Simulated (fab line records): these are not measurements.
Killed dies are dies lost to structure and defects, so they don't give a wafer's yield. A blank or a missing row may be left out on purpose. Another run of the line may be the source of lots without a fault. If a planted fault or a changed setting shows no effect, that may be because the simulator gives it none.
Chamber matching    flow n5_finfet    rie_diel-06 running N5_BEOL_M9_STRIP_19: 4 sister chambers
The step strips in O2. 8 wafers are shown with their chamber, then 9 later ones without.

EACH WAFER AND ITS CHAMBER
wafer   chamber  drypump_motor_current_A (A)  showerhead_plenum_p_Torr (Torr)
L078.2  3        5.41                         2.18
L076.6  0        5.90                         2.15
L085.3  2        5.99                         2.03
L085.5  0        5.88                         2.15
L085.6  1        6.24                         1.96
L088.1  2        6.01                         2.03
L088.2  3        5.43                         2.17
L088.4  1        6.26                         1.96

WAFERS WITH NO CHAMBER GIVEN
wafer   drypump_motor_current_A (A)  showerhead_plenum_p_Torr (Torr)
L091.1  5.42                         2.17
L091.3  5.90                         2.14
L091.6  6.00                         2.03
L090.1  5.89                         2.14
L090.2  5.42                         2.17
L090.4  6.27                         2.22
L094.1  5.39                         2.17
L094.2  6.26                         2.22
L094.5  6.29                         2.22

EACH ONE'S CHAMBER
wafer    from the rows above   in truth
L091.1   3                     3
L091.3   0                     0
L091.6   2                     2
L090.1   0                     0
L090.2   3                     3
L090.4   0                     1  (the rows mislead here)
L094.1   3                     3
L094.2   0                     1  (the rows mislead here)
L094.5   0                     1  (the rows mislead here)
6 of 9 placed correctly. Not placeable from these rows: 0. Wrongly placed: 3.
How it was worked out, from the rows above alone: a wafer's distance from a chamber is the root of the sum, over the readings, of the square of ((its reading less the chamber's mean) divided by the reading's scatter). The wafer belongs to the nearest chamber; if the next one is less than 2 further off, it can't be placed. The mean given for a chamber averages the wafers shown for that chamber. The scatter is the square root of a quotient: the sum, over the shown wafers, of each reading's squared deviation from its chamber's mean, divided by wafers minus chambers.
